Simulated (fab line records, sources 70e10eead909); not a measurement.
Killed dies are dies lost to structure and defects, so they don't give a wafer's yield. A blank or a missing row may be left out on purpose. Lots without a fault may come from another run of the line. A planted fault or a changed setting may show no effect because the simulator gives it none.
fab line records | flow nand_harc
record lots=7 wafers=21 last_day=34
route steps=1302 shown A_CHANNEL_HOLE_D2@575 END@1302
lots that met no fault: from a run of the same line without faults
start_h: hours from the record's first day to the start of the lot's first wafer shown | wait_h: hours since the lot's step before | " the same as in the row above | L1.1+2: a row that stands for several wafers | - no value, or no start given | * or withheld: withheld | < > ~ a bound
route shown NAME@n: a module of which the file shows steps, and the number in the route of the first | usual: mean/standard deviation of fault-free wafers | same: alike in all rows | chamber/n: place in a boat | sites: the reading at each site | _std_site: their standard deviation | _edge_site: outer sites' mean less inner sites' | radius_mm: how far each site lies from the wafer's centre | mask NAME#n: copy n | behind: the tool/chamber that last shaped the wafer | hold: why the lot was held/for how many hours/how that ended | device: the transistor (n, p or np) that didn't switch | end of line: the same wafers' tests at the end of the route | a step without rows: its recipe alone | killed: dies lost to structure and defects at the first sort, not the wafer's yield | map: a wafer's dies, x killed, . not, _ none there
set.NAME: the setting as run; set.NAME@STEP: as run at that earlier step | model.NAME: the simulator's own value behind a step, which no gauge read
lots at some steps of the route; a table a step, a row a wafer
services: from which hour (start_h, from the record's first day; less than 0 if before it) a tool's chamber was out of use, for how many hours, and why
## steps
# step NHARC_A_CHANNEL_HOLE_D2_COAT_37
# recipe temp_c=225 time_s=65
# step NHARC_A_CHANNEL_HOLE_D2_COAT_04
# recipe spin_rpm=1500 resist_thk_nm=90
# step NHARC_A_CHANNEL_HOLE_D2_SOFTBAKE_05
# recipe temp_c=105 time_s=55
# step NHARC_A_CHANNEL_HOLE_D2_EBR_06
# step NHARC_A_CHANNEL_HOLE_D2_EXPOSE_07
# recipe na=1.35 target_cd_nm=100 sigma_outer=0.3 dose_mj=59.65 mask_id=HOLE_D2
# step NHARC_A_CHANNEL_HOLE_D2_PEB_08
# recipe peb_temp_c=100 peb_time_s=65
# step NHARC_A_CHANNEL_HOLE_D2_DEVELOP_09
# recipe develop_time_s=35 dev_temp_c=23
# step NHARC_A_CHANNEL_HOLE_D2_CD_MEAS_10
# recipe target_cd_nm=100 landing_energy_ev=500
# usual cd_nm=100.0/0.44
# columns lot.wafer tool chamber start_h wait_h cd_nm
L731.1 cd_sem-03 0 315.95 - 99.5
L731.2 " 0 " " 99.5
L731.3 " 0 " " 100.5
L737.4 cd_sem-03 0 396.33 - 99.6
L737.5 " 0 " " 99.4
L737.6 " 0 " " 99.6
L742.2 cd_sem-01 0 444.25 - 99.9
L742.3 " 0 " " 100.6
L742.4 " 0 " " 100.1
L744.2 cd_sem-02 0 463.58 - 100.0
L744.3 " 0 " " 100.3
L744.6 " 0 " " 100.8
L745.4 cd_sem-03 0 474.85 - 99.6
L745.5 " 0 " " 100.2
L745.6 " 0 " " 99.5
L746.2 cd_sem-02 0 475.40 - 100.5
L746.5 " 0 " " 99.9
L746.6 " 0 " " 100.4
L750.3 cd_sem-02 0 519.00 - 99.9
L750.4 " 0 " " 100.3
L750.5 " 0 " " 99.9
# step NHARC_A_CHANNEL_HOLE_D2_OVL_MEAS_11
# usual overlay_x_nm=0.0/0.97 overlay_y_nm=0.2/0.94
# columns lot.wafer tool chamber start_h wait_h overlay_x_nm overlay_y_nm
L731.1 overlay-01 - 316.04 - -0.7 -0.6
L731.2 " - " " -0.4 -0.2
L731.3 " - " " -0.2 -0.3
L737.4 overlay-02 - 396.41 - 0.2 -0.3
L737.5 " - " " 0.3 0.2
L737.6 " - " " -0.2 -0.3
L742.2 overlay-01 - 444.33 - -1.3 0.1
L742.3 " - " " -1.7 0.1
L742.4 " - " " -1.6 0.1
L744.2 overlay-01 - 463.67 - -1.5 0.3
L744.3 " - " " -1.3 -0.2
L744.6 " - " " -0.9 -0.7
L745.4 overlay-01 - 474.94 - 0.6 0.4
L745.5 " - " " 1.1 -0.1
L745.6 " - " " 0.9 0.2
L746.2 overlay-01 - 475.49 - 1.1 -2.3
L746.5 " - " " 1.2 -1.6
L746.6 " - " " 1.7 -2.3
L750.3 overlay-02 - 519.09 - 0.2 0.6
L750.4 " - " " -0.4 1.0
L750.5 " - " " 0.3 0.7
# step NHARC_A_CHANNEL_HOLE_D2_INSPECT_12
# usual raw_defect_count=33/21
# columns lot.wafer tool chamber start_h wait_h raw_defect_count
L731.1 defect_inspect-01 - 316.07 0.0 53
L731.2 " - " " 56
L731.3 " - " " 51
L737.4 defect_inspect-01 - 396.45 0.0 11
L737.5 " - " " 7
L737.6 " - " " 10
L742.2 defect_inspect-02 - 444.37 0.0 48
L742.3 " - " " 66
L742.4 " - " " 61
L744.2 defect_inspect-02 - 463.70 0.0 11
L744.3 " - " " 16
L744.6 " - " " 10
L745.4 defect_inspect-02 - 474.97 0.0 20
L745.5 " - " " 22
L745.6 " - " " 21
L746.2 defect_inspect-02 - 475.53 0.0 66
L746.5 " - " " 61
L746.6 " - " " 54
L750.3 defect_inspect-02 - 519.12 0.0 28
L750.4 " - " " 20
L750.5 " - " " 24
# step NHARC_A_CHANNEL_HOLE_D2_DESCUM_15
# recipe time_s=3 o2_flow_sccm=200 ar_flow_sccm=0 bias_power_w=0 chemistry=O2
# usual drypump_motor_current_A=5.6/0.41 mfc_ar_sccm=0.012/0.013 oes_product_au=1.005/0.011 rf_vpp_V=57.8/0.84 showerhead_plenum_p_Torr=1.93/0.093 throttle_valve_pct=11.312/0.0087
# columns lot.wafer tool chamber start_h wait_h drypump_motor_current_A mfc_ar_sccm oes_product_au rf_hours_counter_h rf_vpp_V showerhead_plenum_p_Torr throttle_valve_pct
L731.2 rie_diel-12 3 316.13 0.1 6.5 0 1.003 1.3 57.6 2.02 11.302
L731.3 " 0 " " 5.9 0.028 1.010 1.4 58.6 2.03 11.297
L731.1 " 1 " " 5.8 0.025 1.007 1.4 57.4 1.96 11.304
L737.4 rie_diel-08 2 396.52 0.1 5.1 0 0.995 0.8 57.5 1.93 11.315
L737.6 " 1 " " 5.1 0 0.984 - 56.8 1.84 11.310
L737.5 " 2 " " 5.1 0 0.994 - 58.9 1.93 11.315
L742.3 rie_diel-08 1 444.43 0.1 5.1 0 0.994 2.6 57.2 1.84 11.314
L742.2 " 2 " " 5.1 0 1.011 2.7 57.1 1.93 11.308
L742.4 " 3 " " 5.5 0 0.989 3.2 58.4 2.06 11.321
L744.3 rie_diel-06 3 463.77 0.1 5.8 0.030 1.011 8.5 56.6 2.01 11.331
L744.2 " 0 " " 5.5 0.023 1.009 7.8 58.8 1.95 11.306
L744.6 " 2 " " 5.5 0.009 0.996 - 57.7 1.78 11.321
L745.4 rie_diel-08 0 475.03 0.1 5.7 0.032 1.027 4.2 57.1 1.83 11.313
L745.5 " 0 " " 5.7 0.032 1.016 - 57.6 1.83 11.310
L745.6 " 1 " " 5.1 0 0.981 - 57.8 1.84 11.314
L746.2 rie_diel-06 2 475.59 0.1 5.5 0.009 1.005 9.2 57.8 1.78 11.335
L746.6 " 2 " " 5.5 0.009 1.002 - 56.1 1.78 11.319
L746.5 " 3 " " 5.7 0.030 1.024 - 58.9 2.01 11.315
L750.3 rie_diel-12 1 519.20 0.1 5.8 0.025 1.005 3.4 57.5 1.96 11.306
L750.4 " 2 " " 5.9 0 1.017 3.5 58.2 1.79 11.292
L750.5 " 3 " " 6.5 0 0.989 - 60.0 2.02 11.310
# step NHARC_A_CHANNEL_HOLE_D2_ETCH_38
# recipe target_depth_a=390 over_etch_frac=0.3 time_s=65 ion_energy_ev=80 cf4_flow_sccm=150 ar_flow_sccm=0 rf_w=300 bias_w=100 chemistry=CF4
# usual bias_w=99.97/0.29 cf4_flow_sccm=150.0/0.46 drypump_motor_current_A=5.6/0.4 mfc_ar_sccm=0.012/0.013 oes_product_au=1.002/0.012 rf_vpp_V=151.5/1.3 showerhead_plenum_p_Torr=1.79/0.079 throttle_valve_pct=13.284/0.0088
# columns lot.wafer tool chamber start_h wait_h bias_w cf4_flow_sccm drypump_motor_current_A mfc_ar_sccm oes_product_au rf_hours_counter_h rf_vpp_V showerhead_plenum_p_Torr throttle_valve_pct
L731.1 rie_diel-12 1 316.22 0.1 100.07 149.6 5.8 0.025 1.014 1.4 150.9 1.81 13.273
L731.2 " 3 " " 100.12 150.6 6.5 0 1.001 1.3 152.9 1.86 13.285
L731.3 " 0 " " 100.01 149.0 5.9 0.028 0.994 1.5 153.9 1.87 13.291
L737.4 rie_diel-08 1 396.61 0.1 100.36 149.6 5.1 0 0.993 0.7 150.6 1.71 13.277
L737.5 " 3 " " 99.86 149.8 5.5 0 0.991 - 152.8 1.89 13.295
L737.6 " 0 " " 99.97 149.3 5.7 0.032 1.024 - 152.2 1.70 13.298
L742.2 rie_diel-08 1 444.52 0.1 99.78 149.8 5.1 0 0.976 2.6 149.7 1.71 13.292
L742.4 " 2 " " 100.01 150.0 5.0 0 1.008 2.7 151.1 1.78 13.295
L742.3 " 3 " " 99.70 150.6 5.5 0 0.997 3.2 152.2 1.89 13.281
L744.2 rie_diel-06 3 463.85 0.1 100.04 149.9 5.7 0.030 1.017 8.5 153.5 1.85 13.297
L744.3 " 2 " " 100.34 149.0 5.5 0.009 0.998 7.5 150.5 1.66 13.295
L744.6 " 3 " " 100.05 149.9 5.7 0.030 1.005 - 152.1 1.85 13.292
L745.4 rie_diel-08 1 475.14 0.1 99.66 150.5 5.1 0 0.975 3.9 150.0 1.71 13.271
L745.5 " 2 " " 100.17 149.5 5.1 0 0.999 - 152.6 1.78 13.277
L745.6 " 3 " " 99.98 149.6 5.5 0 0.982 - 150.4 1.89 13.292
L746.2 rie_diel-06 2 475.68 0.1 100.10 150.2 5.5 0.009 1.006 9.2 149.9 1.66 13.283
L746.6 " 0 " " 100.71 150.0 5.5 0.023 1.005 - 152.0 1.80 13.276
L746.5 " 1 " " 99.98 148.8 5.1 0.006 0.996 - 151.7 1.78 13.271
L750.4 rie_diel-12 0 519.27 0.1 99.71 150.5 5.9 0.028 1.005 4.3 152.4 1.87 13.283
L750.3 " 2 " " 99.46 150.6 5.9 0 1.004 3.5 148.1 1.66 13.292
L750.5 " 1 " " 100.34 150.0 5.8 0.025 0.999 - 150.4 1.81 13.286
# step NHARC_A_CHANNEL_HOLE_D2_ETCH_39
# recipe target_depth_a=2600 over_etch_frac=0.3 time_s=325 ion_energy_ev=200 n2_flow_sccm=150 h2_flow_sccm=150 ar_flow_sccm=0 rf_w=400 bias_w=150 chemistry=N2/H2
# usual bias_w=150.1/0.42 chamber_pressure_mTorr=29.999/0.027 drypump_motor_current_A=5.6/0.41 mfc_ar_sccm=0.012/0.013 oes_product_au=1.004/0.011 rf_vpp_V=430.8/3 showerhead_plenum_p_Torr=2.05/0.1 throttle_valve_pct=14.171/0.0088
# columns lot.wafer tool chamber start_h wait_h bias_w chamber_pressure_mTorr drypump_motor_current_A mfc_ar_sccm oes_product_au rf_hours_counter_h rf_vpp_V showerhead_plenum_p_Torr throttle_valve_pct
L731.2 rie_diel-12 1 316.31 - 149.8 29.966 5.8 0.025 0.996 1.5 432.5 2.09 14.156
L731.1 " 3 " " 150.0 29.997 6.5 0 1.000 1.4 433.0 2.16 14.176
L731.3 " 0 " " 150.2 29.942 5.9 0.028 1.002 1.5 432.7 2.17 14.177
L737.4 rie_diel-08 2 396.73 - 150.4 30.003 5.1 0 1.001 0.9 430.6 2.06 14.180
L737.6 " 0 " " 150.5 29.995 5.7 0.032 1.010 - 427.2 1.95 14.184
L737.5 " 1 " " 150.3 29.963 5.0 0 0.990 - 427.0 1.96 14.169
L742.4 rie_diel-08 2 444.61 - - - - - - - - - -
L742.3 " 3 " " - - - - - - - - -
L742.2 " 0 " " - - - - - - - - -
L744.2 rie_diel-06 3 463.94 - - - - - - - - - -
L744.3 " 2 " " - - - - - - - - -
L744.6 " 0 " " - - - - - - - - -
L745.4 rie_diel-08 1 475.21 - - - - - - - - - -
L745.5 " 1 " " - - - - - - - - -
L745.6 " 2 " " - - - - - - - - -
L746.2 rie_diel-06 1 475.76 - 150.1 29.981 5.1 0.006 0.986 7.9 429.9 2.05 14.162
L746.5 " 1 " " 150.4 29.976 5.1 0.006 0.988 - 431.0 2.05 14.151
L746.6 " 2 " " 150.1 30.002 5.5 0.009 1.006 - 426.6 1.90 14.191
L750.4 rie_diel-12 2 519.38 - 150.0 29.995 5.9 0 1.008 3.6 426.7 1.90 14.177
L750.3 " 3 " " 149.9 29.952 6.5 0 0.994 4.5 434.2 2.15 14.162
L750.5 " 1 " " 150.5 30.010 5.8 0.025 0.998 - 432.2 2.09 14.175
# step NHARC_A_CHANNEL_HOLE_D2_ETCH_34
# recipe target_depth_a=1540 time_s=77 cf4_flow_sccm=100 chf3_flow_sccm=30 ar_flow_sccm=0 rf_w=500 bias_w=200 chemistry=CF4/CHF3
# usual bias_w=200.1/0.59 cf4_flow_sccm=100.0/0.3 drypump_motor_current_A=5.6/0.4 mfc_ar_sccm=0.012/0.013 oes_product_au=0.964/0.019 rf_vpp_V=371.0/2.6 showerhead_plenum_p_Torr=1.58/0.072 throttle_valve_pct=16.801/0.0094
# columns lot.wafer tool chamber start_h wait_h bias_w cf4_flow_sccm drypump_motor_current_A mfc_ar_sccm oes_product_au rf_hours_counter_h rf_vpp_V showerhead_plenum_p_Torr throttle_valve_pct
L731.1 rie_diel-12 1 - - 199.9 100.1 5.8 0.025 0.986 1.7 369.6 1.61 16.791
L731.2 " 2 " " 199.6 100.1 5.9 0 0.984 1.6 367.4 1.48 16.799
L731.3 " 3 " " 200.3 99.4 6.4 0 0.966 1.4 372.4 1.66 16.817
L737.4 rie_diel-08 1 - - 200.3 100.1 5.1 0 0.951 0.9 366.7 1.52 16.813
L737.6 " 1 " " 200.6 100.3 5.1 0 0.953 - 366.9 1.52 16.801
L737.5 " 2 " " 198.7 99.7 5.1 0 0.959 - 372.5 1.59 16.817
L742.3 rie_diel-08 2 - - 200.2 100.6 5.1 0 0.952 2.9 371.6 1.58 16.806
L742.2 " 3 " " 199.1 100.1 5.5 0 0.964 3.4 373.8 1.68 16.793
L742.4 " 0 " " 201.3 99.2 5.7 0.032 0.990 3.2 368.4 1.51 16.804
L744.2 rie_diel-06 1 - - 199.6 99.9 5.1 0.006 0.924 7.0 369.2 1.58 16.786
L744.3 " 2 " " 200.2 100.1 5.5 0.009 0.923 7.6 366.1 1.47 16.803
L744.6 " 1 " " 199.7 99.7 5.1 0.006 0.919 - 370.7 1.58 16.790
L745.4 rie_diel-08 0 - - 200.4 100.6 5.7 0.032 0.958 4.3 368.9 1.51 16.806
L745.6 " 3 " " 199.8 100.2 5.5 0 0.918 - 374.7 1.68 16.809
L745.5 " 0 " " 199.8 100.2 5.7 0.032 0.942 - 367.7 1.51 16.811
L746.2 rie_diel-06 3 - - 199.7 100.4 5.8 0.030 0.981 10.4 372.7 1.65 16.810
L746.6 " 0 " " 199.5 99.6 5.5 0.023 0.983 - 370.4 1.60 16.805
L746.5 " 1 " " 199.0 100.1 5.1 0.006 0.973 - 371.3 1.58 16.805
L750.3 rie_diel-12 2 - - 200.5 100.0 5.9 0 1.004 3.7 367.4 1.48 16.808
L750.4 " 3 " " 200.8 99.4 6.5 0 0.959 4.5 372.8 1.65 16.808
L750.5 " 1 " " 200.4 100.2 5.8 0.025 0.969 - 371.8 1.61 16.814
# step NHARC_END_SORT_01
# recipe temp_c=25
# usual killed_at_array=57/18 killed_at_other=0.8/1 killed_at_periphery=3.9/2.8 killed_dies=62/18 killed_open=3.4/1.8 killed_short=2.2/1.6
# same gross_dies=677
# columns lot.wafer tool chamber start_h wait_h killed_at_array killed_at_other killed_at_periphery killed_dies killed_open killed_short
L731.1 prober-01 0 587.78 2.5 53 1 5 59 5 4
L731.2 prober-01 0 588.59 2.8 47 1 8 56 1 4
L731.3 prober-01 0 589.40 3.1 53 0 8 61 3 2
L742.2 prober-01 0 705.66 2.8 676 0 1 677 1 2
L742.3 prober-01 0 706.45 3.1 672 0 5 677 4 0
L742.4 prober-01 0 707.24 3.4 674 0 3 677 6 4
L744.2 prober-01 0 741.79 2.8 675 2 0 677 2 0
L744.3 prober-01 0 742.60 3.1 676 1 0 677 1 1
L744.6 prober-01 0 745.02 4.0 673 2 2 677 6 5
L746.2 prober-01 0 749.74 2.8 101 0 5 106 3 1
L746.5 prober-01 0 752.13 3.7 98 0 4 102 3 4
L746.6 prober-01 0 752.93 4.0 95 0 6 101 1 3
L745.4 prober-02 0 751.25 3.3 671 0 6 677 4 3
L745.5 prober-02 0 752.04 3.6 670 0 7 677 3 2
L745.6 prober-02 0 752.82 3.9 665 4 8 677 4 1
# killed by level:class
L731.1 A_CHANNEL_HOLE_D1:chamber_film_flake=31 A_CHANNEL_HOLE_D2:chamber_film_flake=8 P_M1:chamber_film_flake=4 A_CONTACT:chamber_film_flake=2 A_BONDPAD:chamber_film_flake=2 A_ONON_D1:geometric_particle:open=1 A_CHANNEL_HOLE_D1:geometric_particle:short=1 A_CHANNEL_HOLE_D1:geometric_particle:open=1
L731.2 A_CHANNEL_HOLE_D1:chamber_film_flake=31 P_M1:chamber_film_flake=5 A_CHANNEL_HOLE_D2:chamber_film_flake=5 P_GATE:chamber_film_flake=3 A_CHANNEL_FILL_D1:geometric_particle:short=2 A_M0:geometric_particle:short=2 A_CHANNEL_FILL_D2:chamber_film_flake=2 A_STAIRCASE:chamber_film_flake=2
L731.3 A_CHANNEL_HOLE_D1:chamber_film_flake=30 A_CHANNEL_HOLE_D2:chamber_film_flake=13 P_M1:chamber_film_flake=5 A_STAIRCASE:chamber_film_flake=3 P_GATE:chamber_film_flake=2 P_CONTACT:geometric_particle:open=1 A_CHANNEL_FILL_D2:geometric_particle:short=1 A_CHANNEL_FILL_D2:geometric_particle:open=1
L742.2 A_CHANNEL_HOLE_D2:area_etch=625 A_CHANNEL_HOLE_D1:chamber_film_flake=31 A_CHANNEL_HOLE_D2:chamber_film_flake=11 A_SLIT:chamber_film_flake=4 P_STI:geometric_particle:open=1 A_DECK1_JOINT:geometric_particle:short=1 A_CHANNEL_FILL_D2:geometric_particle:short=1 A_CHANNEL_FILL_D1:chamber_film_flake=1
L742.3 A_CHANNEL_HOLE_D2:area_etch=600 A_CHANNEL_HOLE_D1:chamber_film_flake=39 A_CHANNEL_HOLE_D2:chamber_film_flake=18 A_SLIT:chamber_film_flake=4 A_CONTACT:chamber_film_flake=4 A_STAIRCASE:chamber_film_flake=3 P_ZERO_WELL:chamber_film_flake=2 P_CONTACT:geometric_particle:open=1
L742.4 A_CHANNEL_HOLE_D2:area_etch=602 A_CHANNEL_HOLE_D1:chamber_film_flake=34 A_CHANNEL_HOLE_D2:chamber_film_flake=18 A_SLIT:chamber_film_flake=6 A_WL_FILL:geometric_particle:open=3 A_CONTACT:chamber_film_flake=3 P_GATE:geometric_particle:open=1 P_GATE:geometric_particle:short=1
L744.2 A_CHANNEL_HOLE_D2:area_etch=612 A_CHANNEL_HOLE_D2:chamber_film_flake=29 A_SLIT:chamber_film_flake=21 A_CHANNEL_HOLE_D1:chamber_film_flake=4 A_STAIRCASE:chamber_film_flake=2 A_SGD_CUT:chamber_film_flake=2 THIN_TSV:chamber_film_flake=2 A_CHANNEL_FILL_D1:geometric_particle:open=1
L744.3 A_CHANNEL_HOLE_D2:area_etch=604 A_SLIT:chamber_film_flake=39 A_CHANNEL_HOLE_D2:chamber_film_flake=16 A_CHANNEL_HOLE_D1:chamber_film_flake=5 A_CONTACT:chamber_film_flake=5 A_SGD_CUT:chamber_film_flake=3 A_CHANNEL_FILL_D1:geometric_particle:short=1 A_CONTACT:geometric_particle:open=1
L744.6 A_CHANNEL_HOLE_D2:area_etch=610 A_SLIT:chamber_film_flake=27 A_CHANNEL_HOLE_D2:chamber_film_flake=16 A_CHANNEL_HOLE_D1:chamber_film_flake=5 A_CONTACT:chamber_film_flake=3 A_BLC:geometric_particle:open=2 P_M0:geometric_particle:open=1 A_CHANNEL_HOLE_D2:geometric_particle:short=1
L746.2 A_CHANNEL_HOLE_D1:chamber_film_flake=38 A_SLIT:chamber_film_flake=32 A_CHANNEL_HOLE_D2:chamber_film_flake=12 A_BONDPAD:chamber_film_flake=4 A_CONTACT:chamber_film_flake=3 P_GATE:chamber_film_flake=2 P_M1:chamber_film_flake=2 A_WL_FILL:chamber_film_flake=2
L745.4 A_CHANNEL_HOLE_D2:area_etch=633 A_CHANNEL_HOLE_D1:chamber_film_flake=16 A_CONTACT:chamber_film_flake=4 A_STAIRCASE:chamber_film_flake=3 A_SLIT:chamber_film_flake=3 A_M1:chamber_film_flake=3 P_STI:chamber_film_flake=2 P_M1:chamber_film_flake=2
L745.5 A_CHANNEL_HOLE_D2:area_etch=634 A_CHANNEL_HOLE_D1:chamber_film_flake=11 A_CONTACT:chamber_film_flake=6 P_M1:chamber_film_flake=5 A_STAIRCASE:chamber_film_flake=4 A_SLIT:chamber_film_flake=4 A_WL_FILL:geometric_particle:open=2 A_CHANNEL_FILL_D1:chamber_film_flake=2
L746.5 A_CHANNEL_HOLE_D1:chamber_film_flake=40 A_SLIT:chamber_film_flake=19 A_CHANNEL_HOLE_D2:chamber_film_flake=12 A_BONDPAD:chamber_film_flake=9 A_CONTACT:chamber_film_flake=6 P_M1:chamber_film_flake=3 A_WL_FILL:chamber_film_flake=3 A_DECK1_JOINT:chamber_film_flake=2
L745.6 A_CHANNEL_HOLE_D2:area_etch=624 A_CHANNEL_HOLE_D1:chamber_film_flake=11 A_SLIT:chamber_film_flake=7 A_CONTACT:chamber_film_flake=7 P_GATE:chamber_film_flake=5 THIN_TSV:chamber_film_flake=4 A_STAIRCASE:chamber_film_flake=3 A_WL_FILL:geometric_particle:open=2
L746.6 A_CHANNEL_HOLE_D1:chamber_film_flake=34 A_SLIT:chamber_film_flake=25 A_CHANNEL_HOLE_D2:chamber_film_flake=19 A_BONDPAD:chamber_film_flake=5 P_M1:chamber_film_flake=3 P_GATE:chamber_film_flake=2 A_M1:chamber_film_flake=2 A_CHANNEL_FILL_D2:chamber_film_flake=2
# map L742.2 (x killed, . not)
____________x____________
_________xxxxxxx_________
_______xxxxxxxxxxx_______
______xxxxxxxxxxxxx______
_____xxxxxxxxxxxxxxx_____
____xxxxxxxxxxxxxxxxx____
____xxxxxxxxxxxxxxxxx____
___xxxxxxxxxxxxxxxxxxx___
___xxxxxxxxxxxxxxxxxxx___
__xxxxxxxxxxxxxxxxxxxxx__
__xxxxxxxxxxxxxxxxxxxxx__
_xxxxxxxxxxxxxxxxxxxxxxx_
_xxxxxxxxxxxxxxxxxxxxxxx_
_xxxxxxxxxxxxxxxxxxxxxxx_
_xxxxxxxxxxxxxxxxxxxxxxx_
_xxxxxxxxxxxxxxxxxxxxxxx_
xxxxxxxxxxxxxxxxxxxxxxxxx
xxxxxxxxxxxxxxxxxxxxxxxxx
xxxxxxxxxxxxxxxxxxxxxxxxx
xxxxxxxxxxxxxxxxxxxxxxxxx
xxxxxxxxxxxxxxxxxxxxxxxxx
_xxxxxxxxxxxxxxxxxxxxxxx_
_xxxxxxxxxxxxxxxxxxxxxxx_
_xxxxxxxxxxxxxxxxxxxxxxx_
_xxxxxxxxxxxxxxxxxxxxxxx_
_xxxxxxxxxxxxxxxxxxxxxxx_
__xxxxxxxxxxxxxxxxxxxxx__
__xxxxxxxxxxxxxxxxxxxxx__
___xxxxxxxxxxxxxxxxxxx___
___xxxxxxxxxxxxxxxxxxx___
____xxxxxxxxxxxxxxxxx____
____xxxxxxxxxxxxxxxxx____
_____xxxxxxxxxxxxxxx_____
______xxxxxxxxxxxxx______
_______xxxxxxxxxxx_______
_________xxxxxxx_________
____________x____________
# map L744.2 (x killed, . not)
____________x____________
_________xxxxxxx_________
_______xxxxxxxxxxx_______
______xxxxxxxxxxxxx______
_____xxxxxxxxxxxxxxx_____
____xxxxxxxxxxxxxxxxx____
____xxxxxxxxxxxxxxxxx____
___xxxxxxxxxxxxxxxxxxx___
___xxxxxxxxxxxxxxxxxxx___
__xxxxxxxxxxxxxxxxxxxxx__
__xxxxxxxxxxxxxxxxxxxxx__
_xxxxxxxxxxxxxxxxxxxxxxx_
_xxxxxxxxxxxxxxxxxxxxxxx_
_xxxxxxxxxxxxxxxxxxxxxxx_
_xxxxxxxxxxxxxxxxxxxxxxx_
_xxxxxxxxxxxxxxxxxxxxxxx_
xxxxxxxxxxxxxxxxxxxxxxxxx
xxxxxxxxxxxxxxxxxxxxxxxxx
xxxxxxxxxxxxxxxxxxxxxxxxx
xxxxxxxxxxxxxxxxxxxxxxxxx
xxxxxxxxxxxxxxxxxxxxxxxxx
_xxxxxxxxxxxxxxxxxxxxxxx_
_xxxxxxxxxxxxxxxxxxxxxxx_
_xxxxxxxxxxxxxxxxxxxxxxx_
_xxxxxxxxxxxxxxxxxxxxxxx_
_xxxxxxxxxxxxxxxxxxxxxxx_
__xxxxxxxxxxxxxxxxxxxxx__
__xxxxxxxxxxxxxxxxxxxxx__
___xxxxxxxxxxxxxxxxxxx___
___xxxxxxxxxxxxxxxxxxx___
____xxxxxxxxxxxxxxxxx____
____xxxxxxxxxxxxxxxxx____
_____xxxxxxxxxxxxxxx_____
______xxxxxxxxxxxxx______
_______xxxxxxxxxxx_______
_________xxxxxxx_________
____________x____________
## services
# columns tool chamber start_h hours kind
rie_diel-06 2 294.14 7.0 repair
rie_diel-08 0 297.80 - clean
rie_diel-08 1 297.80 - clean
rie_diel-08 2 297.80 - clean
rie_diel-08 3 297.80 - clean
rie_diel-06 - 307.27 9.0 pm
rie_diel-08 0 322.30 - clean
rie_diel-08 1 322.30 - clean
rie_diel-08 2 322.30 - clean
rie_diel-08 3 322.30 - clean
rie_diel-08 0 342.49 1.4 repair
rie_diel-06 2 342.62 1.2 repair
rie_diel-08 0 346.80 - clean
rie_diel-08 1 346.80 - clean
rie_diel-08 2 346.80 - clean
rie_diel-06 3 347.65 2.1 repair
rie_diel-08 - 367.80 9.0 pm
rie_diel-06 - 373.74 0.8 repair
rie_diel-12 0 383.72 7.1 repair
rie_diel-12 1 402.89 3.6 repair
rie_diel-08 - 405.18 0.2 repair
rie_diel-12 - 445.40 9.0 pm
rie_diel-06 - 484.27 9.0 pm
rie_diel-12 - 504.33 0.7 repair
## key
first_sign step=NHARC_A_CHANNEL_HOLE_D2_ETCH_39 reading=tool_record direction=missing
effect step=NHARC_END_SORT_01 reading=killed_dies direction=up sigmas=34 usual=62 struck=677
more_kills_born_at NHARC_A_CHANNEL_HOLE_D2_ETCH_39@rie_diel-08=3718 NHARC_A_CHANNEL_HOLE_D2_ETCH_39@rie_diel-06=1826
met_at NHARC_A_CHANNEL_HOLE_D2_ETCH_39
struck_wafers L742.2,L742.3,L742.4,L744.2,L744.3,L744.6,L745.4,L745.5,L745.6
later_rows_left_out L742.2,L742.3,L742.4,L744.2,L744.3,L744.6,L745.4,L745.5,L745.6
tester_left_out L742,L744,L745
onset_between 396.73 444.61
fault kind=skipped_step_whole tool=rie_diel-06,rie_diel-08 chamber=- onset_h=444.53 steps=NHARC_A_CHANNEL_HOLE_D2_ETCH_39 scope=struck_lots_only
# tester_left_out: of these lots the tester's yield and bins aren't shown, on N5 and GAA mostly nor the transistor test; their killed dies are dies lost to structure and defects alone, not to doping, threshold or leakage, so they don't give the yield
# later_rows_left_out: the simulator's readings of these wafers behind a module that went badly wrong aren't trusted and aren't shown, but for the sort
